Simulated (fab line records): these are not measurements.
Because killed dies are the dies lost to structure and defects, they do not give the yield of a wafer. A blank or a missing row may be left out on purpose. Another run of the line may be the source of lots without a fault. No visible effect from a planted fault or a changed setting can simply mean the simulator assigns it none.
Comparing a struck lot with a sound one / flow nand harc / 39 out of 1302 route steps
Sound: the wafers L461.2, L461.4, L461.5. Struck: wafers L454.2, L454.3, L454.6. The cause is given at the end.
Per side, at each step with rows, come the tool, then ch with its chambers, and then its first start. Under that, the readings that differ: sound wafers / struck wafers / difference of the means / sigmas: that difference in standard deviations of wafers without a fault.
alike: readings whose means differ by less than 2 such deviations, and words and numbers that are the same on both sides. not compared: withheld readings, readings that some wafer has no value for, bounds like >300 that may hide the same value, and numbers for which the record gives no deviation and whose values overlap.
Wherever a step has rows on one side only, a row that says differs or no value, or a row with sigmas, the two part there. Numbers that have no deviation but don't overlap get no sigmas and don't part them. A reading missing from all wafers of one side parts the sides only when that side holds two or more wafers.

first, 1 step without rows for these wafers: NHARC_THIN_TSV_ETCH_44 (etches the open film in CF4/O2, target depth 1594.2 nm, time 797.1 s).
NHARC_THIN_TSV_ETCH_15: target depth 3000 nm, bosch target overetch cycles 2, bosch etch step 2.8 s.
  sound on rie si-03 ch 1,2,3, day 32 23:52; struck on rie si-06 ch 0,3, day 30 08:41
  alike: drypump motor current A
  not compared: rf hours counter h
NHARC_THIN_TSV_CD_MEAS_16:
  sound on cd sem-03 at day 33 00:01; struck on cd sem-02 at day 30 08:49
  alike: cd nm
then, 4 steps without rows for these wafers: NHARC_THIN_TSV_STRIP_45 (strips in O2); NHARC_THIN_TSV_STRIP_46 (strips in post etch residue remover, time 1200 s); NHARC_THIN_TSV_DEP_47 (deposits SiO2, target thk 200 nm); NHARC_THIN_TSV_ETCHBACK_48 (etches the open film in C4F8/Ar, target depth 1028.5 nm, time 405.17 s).
NHARC_THIN_TSV_STRIP_62: strips in N2/H2, time 20 s.
  sound on plasma asher-01 ch 0,1, day 33 01:40; struck on plasma asher-01 ch 1, day 30 10:32
  alike: drypump motor current A, heater power w
  not compared: rf hours counter h
then, 2 steps without rows for these wafers: NHARC_THIN_TSV_DEGAS_49 (time 120 s); NHARC_THIN_TSV_PRE_CLEAN_50 (time 30 s).
NHARC_THIN_TSV_PVD_19: deposits TaN, target thk 20 nm.
  sound on pvd sputter-03; struck on pvd sputter-01
  alike: throttle valve pct
then, 1 step without rows for these wafers: NHARC_THIN_TSV_PVD_51 (deposits Cu, target thk 100 nm).
NHARC_THIN_TSV_ECD_20: material Cu, target thk 2000 nm.
  sound on ecd cu-02 ch 0,1, day 33 02:23; struck on ecd cu-01 ch 0,1, day 30 11:14
then, 4 steps without rows for these wafers: NHARC_THIN_TSV_ANNEAL_52 (time 90 s); NHARC_THIN_TSV_CMP_21 (polishes, t overpolish 30 s, target thk 2000 nm); NHARC_THIN_TSV_SRD_23; NHARC_THIN_TSV_DEGAS_53 (time 60 s).
NHARC_THIN_TSV_PRE_CLEAN_54: time 30 s.
  sound on pvd sputter-03 at day 33 03:55; struck on pvd sputter-02 at day 30 12:46
  alike: heater power w
then, 10 steps without rows for these wafers: NHARC_THIN_TSV_PVD_55 (deposits TiN, target thk 50 nm); NHARC_THIN_TSV_PVD_24 (deposits Al, target thk 800 nm); NHARC_THIN_TSV_DEHYDRATE_25 (time 120 s); NHARC_THIN_TSV_HMDS_26 (time 30 s); NHARC_THIN_TSV_COAT_27; NHARC_THIN_TSV_SOFTBAKE_28 (time 95 s); NHARC_THIN_TSV_EBR_29; NHARC_THIN_TSV_EXPOSE_30 (exposes mask PAD); NHARC_THIN_TSV_PEB_31 (peb time 85 s); NHARC_THIN_TSV_DEVELOP_32 (time 70 s).
NHARC_THIN_TSV_CD_MEAS_33 targets a cd of 5000 nm.
  sound on cd sem-03 ch 0, day 33 04:59; struck on cd sem-03 ch 0, day 30 13:49
  alike: cd nm
then, 3 steps without rows for these wafers: NHARC_THIN_TSV_HARDBAKE_34 (time 80 s); NHARC_THIN_TSV_DESCUM_35 (chemistry O2, time 3 s); NHARC_THIN_TSV_ETCH_59 (etches the open film in Cl2/BCl3, target depth 880 nm, time 138.1 s).
NHARC_THIN_TSV_ETCH_36: etches the open film in Cl2/BCl3, target depth 65 nm, time 18.571 s.
  sound on rie metal-01 ch 0,1, day 33 05:32; struck on rie metal-03 ch 0,1, day 30 14:21
  alike: drypump motor current A, oes product au
  not compared: rf hours counter h
then, 2 steps without rows for these wafers: NHARC_THIN_TSV_STRIP_56 (strips in O2); NHARC_THIN_TSV_STRIP_57 (strips in post etch residue remover, time 1200 s).
NHARC_THIN_TSV_CD_MEAS_37:
  sound on cd sem-01 at day 33 06:25; struck on cd sem-01 at day 30 15:14
  alike: cd nm
then, 1 step without rows for these wafers: NHARC_THIN_TSV_ANNEAL_58 (time 1800 s).
NHARC_THIN_TSV_INSPECT_40:
  sound on defect inspect-01 at day 33 11:55; struck on defect inspect-01 at day 30 17:38
  alike: raw defect count
NHARC_END_SORT_01:
  the record has rows for the struck wafers here (prober-01 ch 0, day 30 21:26) and none for the sound ones

WHERE THEY PART
NHARC_END_SORT_01 only, going by this record.

WHY: what had been put in by the simulator
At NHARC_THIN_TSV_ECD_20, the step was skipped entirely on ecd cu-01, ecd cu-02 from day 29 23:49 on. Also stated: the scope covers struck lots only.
